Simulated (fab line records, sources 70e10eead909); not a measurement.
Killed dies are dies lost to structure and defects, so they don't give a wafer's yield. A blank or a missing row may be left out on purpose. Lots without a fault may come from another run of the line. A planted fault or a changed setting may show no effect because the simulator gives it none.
fab line records | flow nand_harc
record lots=5 wafers=15 last_day=33
route steps=1302 shown A_ONON_D2@546
lots that met no fault: from a run of the same line without faults
start_h: hours from the record's first day to the start of the lot's first wafer shown | wait_h: hours since the lot's step before | " the same as in the row above | L1.1+2: a row that stands for several wafers | - no value, or no start given | * or withheld: withheld | < > ~ a bound
route shown NAME@n: a module of which the file shows steps, and the number in the route of the first | usual: mean/standard deviation of fault-free wafers | same: alike in all rows | chamber/n: place in a boat | sites: the reading at each site | _std_site: their standard deviation | _edge_site: outer sites' mean less inner sites' | radius_mm: how far each site lies from the wafer's centre | mask NAME#n: copy n | behind: the tool/chamber that last shaped the wafer | hold: why the lot was held/for how many hours/how that ended | device: the transistor (n, p or np) that didn't switch | end of line: the same wafers' tests at the end of the route | a step without rows: its recipe alone | killed: dies lost to structure and defects at the first sort, not the wafer's yield | map: a wafer's dies, x killed, . not, _ none there
set.NAME: the setting as run; set.NAME@STEP: as run at that earlier step | model.NAME: the simulator's own value behind a step, which no gauge read
lots at some steps of the route; a table a step, a row a wafer
services: from which hour (start_h, from the record's first day; less than 0 if before it) a tool's chamber was out of use, for how many hours, and why
## steps
# step NHARC_A_ONON_D2_THK_MEAS_02
# recipe thk_meas_gauge=ellipsometry
# usual thk_nm=1000/9.3
# columns lot.wafer tool chamber start_h wait_h thk_nm
L568.3 film_metro-02 - 279.65 - 1004
L568.5 " - " " 1004
L568.6 " - " " 1004
L577.2 film_metro-02 - 359.39 - 995
L577.3 " - " " 995
L577.6 " - " " 998
L584.4 film_metro-02 - 442.63 - 1005
L584.5 " - " " 1009
L584.6 " - " " 1007
L587.1 film_metro-02 - 457.28 - 999
L587.4 " - " " 1001
L587.6 " - " " 1000
L590.2 film_metro-01 - 496.05 - 995
L590.4 " - " " 997
L590.6 " - " " 996
# step NHARC_A_ONON_D2_DEP_03
# recipe target_thk_a=10000 n2_flow_sccm=2750 n2o_flow_sccm=2000 nh3_flow_sccm=500 sih4_flow_sccm=210 temp_c=400
# step NHARC_A_ONON_D2_THK_MEAS_05
# recipe thk_meas_gauge=ellipsometry
# usual thk_nm=997/10
# columns lot.wafer tool chamber start_h wait_h thk_nm
L568.3 film_metro-02 - 280.23 - 1005
L568.5 " - " " 1005
L568.6 " - " " 1003
L577.2 film_metro-02 - 359.96 - 1001
L577.3 " - " " 1004
L577.6 " - " " 1001
L584.4 film_metro-01 - 443.20 - 990
L584.5 " - " " 990
L584.6 " - " " 989
L587.1 film_metro-02 - 457.85 - 997
L587.4 " - " " 1001
L587.6 " - " " 999
L590.2 film_metro-01 - 496.62 - 1005
L590.4 " - " " 1005
L590.6 " - " " 1005
# step NHARC_A_ONON_D2_DEP_06
# recipe target_thk_a=10000 n2_flow_sccm=2750 n2o_flow_sccm=2000 nh3_flow_sccm=500 sih4_flow_sccm=210 temp_c=400
# step NHARC_A_ONON_D2_THK_MEAS_08
# recipe thk_meas_gauge=ellipsometry
# usual thk_nm=999/11
# columns lot.wafer tool chamber start_h wait_h thk_nm
L568.3 film_metro-01 - 280.79 - 997
L568.5 " - " " 993
L568.6 " - " " 996
L577.2 film_metro-02 - 360.52 - 990
L577.3 " - " " 988
L577.6 " - " " 988
L584.4 film_metro-01 - 443.77 - 1016
L584.5 " - " " 1016
L584.6 " - " " 1018
L587.1 film_metro-02 - 458.41 - 1013
L587.4 " - " " 1014
L587.6 " - " " 1014
L590.2 film_metro-02 - 497.18 - 1011
L590.4 " - " " 1013
L590.6 " - " " 1014
# step NHARC_A_ONON_D2_DEP_09
# recipe target_thk_a=10000 n2_flow_sccm=2750 n2o_flow_sccm=2000 nh3_flow_sccm=500 sih4_flow_sccm=210 temp_c=400
# step NHARC_A_ONON_D2_THK_MEAS_11
# recipe thk_meas_gauge=ellipsometry
# usual thk_nm=1002/10
# columns lot.wafer tool chamber start_h wait_h thk_nm
L568.3 film_metro-02 - 281.35 - 1004
L568.5 " - " " 1007
L568.6 " - " " 1005
L577.2 film_metro-02 - 361.09 - 984
L577.3 " - " " 985
L577.6 " - " " 985
L584.4 film_metro-01 - 444.34 - 988
L584.5 " - " " 989
L584.6 " - " " 989
L587.1 film_metro-02 - 458.99 - 1000
L587.4 " - " " 998
L587.6 " - " " 996
L590.2 film_metro-01 - 497.75 - 991
L590.4 " - " " 987
L590.6 " - " " 990
# step NHARC_A_ONON_D2_DEP_12
# recipe target_thk_a=10000 n2_flow_sccm=2750 n2o_flow_sccm=2000 nh3_flow_sccm=500 sih4_flow_sccm=210 temp_c=400
# step NHARC_A_ONON_D2_THK_MEAS_14
# recipe thk_meas_gauge=ellipsometry
# usual thk_nm=1001/12
# columns lot.wafer tool chamber start_h wait_h thk_nm
L568.3 film_metro-01 - 281.92 - 1009
L568.5 " - " " 1006
L568.6 " - " " 1009
L577.2 film_metro-02 - 361.65 - 1011
L577.3 " - " " 1010
L577.6 " - " " 1012
L584.4 film_metro-02 - 444.92 - 994
L584.5 " - " " 997
L584.6 " - " " 996
L587.1 film_metro-02 - 459.55 - 1006
L587.4 " - " " 1005
L587.6 " - " " 1004
L590.2 film_metro-01 - 498.31 - 1007
L590.4 " - " " 1007
L590.6 " - " " 1006
# step NHARC_A_ONON_D2_ANNEAL_15
# recipe temp_c=750 time_s=3600
# step NHARC_A_ONON_D2_DEP_16
# recipe target_thk_a=10000 n2_flow_sccm=2750 n2o_flow_sccm=2000 nh3_flow_sccm=500 sih4_flow_sccm=210 temp_c=400
# step NHARC_A_ONON_D2_THK_MEAS_18
# recipe thk_meas_gauge=ellipsometry
# usual thk_nm=1003/8.4
# columns lot.wafer tool chamber start_h wait_h thk_nm
L568.3 film_metro-01 - 289.33 - 996
L568.5 " - " " 997
L568.6 " - " " 999
L577.2 film_metro-01 - 369.01 - 1003
L577.3 " - " " 1000
L577.6 " - " " 1002
L584.4 film_metro-01 - 452.97 - 987
L584.5 " - " " 985
L584.6 " - " " 988
L587.1 film_metro-01 - 468.81 - 997
L587.4 " - " " 997
L587.6 " - " " 995
L590.2 film_metro-01 - 506.08 - 1011
L590.4 " - " " 1013
L590.6 " - " " 1012
# step NHARC_A_ONON_D2_DEP_19
# recipe target_thk_a=10000 n2_flow_sccm=2750 n2o_flow_sccm=2000 nh3_flow_sccm=500 sih4_flow_sccm=210 temp_c=400
# columns lot.wafer tool chamber start_h wait_h
L568.3+5+6 pecvd_onon-04 0 289.50 0.2
L577.2+3+6 pecvd_onon-04 0 369.12 0.1
L584.4+5+6 pecvd_onon-02 0 453.20 0.2
L587.1+4+6 pecvd_onon-02 0 468.87 0.1
L590.2+4+6 pecvd_onon-04 0 506.20 0.1
# step NHARC_A_ONON_D2_THK_MEAS_21
# recipe thk_meas_gauge=ellipsometry
# usual thk_nm=999/10
# columns lot.wafer tool chamber start_h wait_h thk_nm
L568.3 film_metro-02 - 289.90 - 994
L568.5 " - " " 996
L568.6 " - " " 996
L577.2 film_metro-02 - 369.57 - 646
L577.3 " - " " 647
L577.6 " - " " 644
L584.4 film_metro-01 - 453.54 - 990
L584.5 " - " " 991
L584.6 " - " " 990
L587.1 film_metro-02 - 469.38 - 1011
L587.4 " - " " 1012
L587.6 " - " " 1009
L590.2 film_metro-01 - 506.65 - 1002
L590.4 " - " " 1002
L590.6 " - " " 1001
# step NHARC_A_ONON_D2_DEP_22
# recipe target_thk_a=10000 n2_flow_sccm=2750 n2o_flow_sccm=2000 nh3_flow_sccm=500 sih4_flow_sccm=210 temp_c=400
## services
# columns tool chamber start_h hours kind
pecvd_onon-04 - 311.24 13.0 pm
pecvd_onon-02 - 366.00 13.0 pm
pecvd_onon-04 - 492.24 13.0 pm
## key
first_sign step=NHARC_A_ONON_D2_THK_MEAS_21 reading=thk_nm direction=down sigmas=35 usual=999 struck=646
effect none on later readings
met_at NHARC_A_ONON_D2_DEP_19
struck_wafers L577.2,L577.3,L577.6
later_rows_left_out L577.2,L577.3,L577.6
sort_left_out L577.2,L577.3,L577.6
tester_left_out L577
onset_between 289.50 369.12
fault kind=process_parameter_drift tool=pecvd_onon-04 chamber=- onset_h=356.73 steps=NHARC_A_ONON_D2_DEP_19 channel=target_thk_a offset=* shape=step end_h=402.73 scope=struck_wafers_only acts_in=* stated=*
# tester_left_out: of these lots the tester's yield and bins aren't shown, on N5 and GAA mostly nor the transistor test; their killed dies are dies lost to structure and defects alone, not to doping, threshold or leakage, so they don't give the yield
# sort_left_out: the simulated sort isn't trusted on such a fault, so these wafers' sort isn't shown, and their yield isn't known
# later_rows_left_out: the simulator's readings of these wafers behind a module that went badly wrong aren't trusted and aren't shown, but for the sort
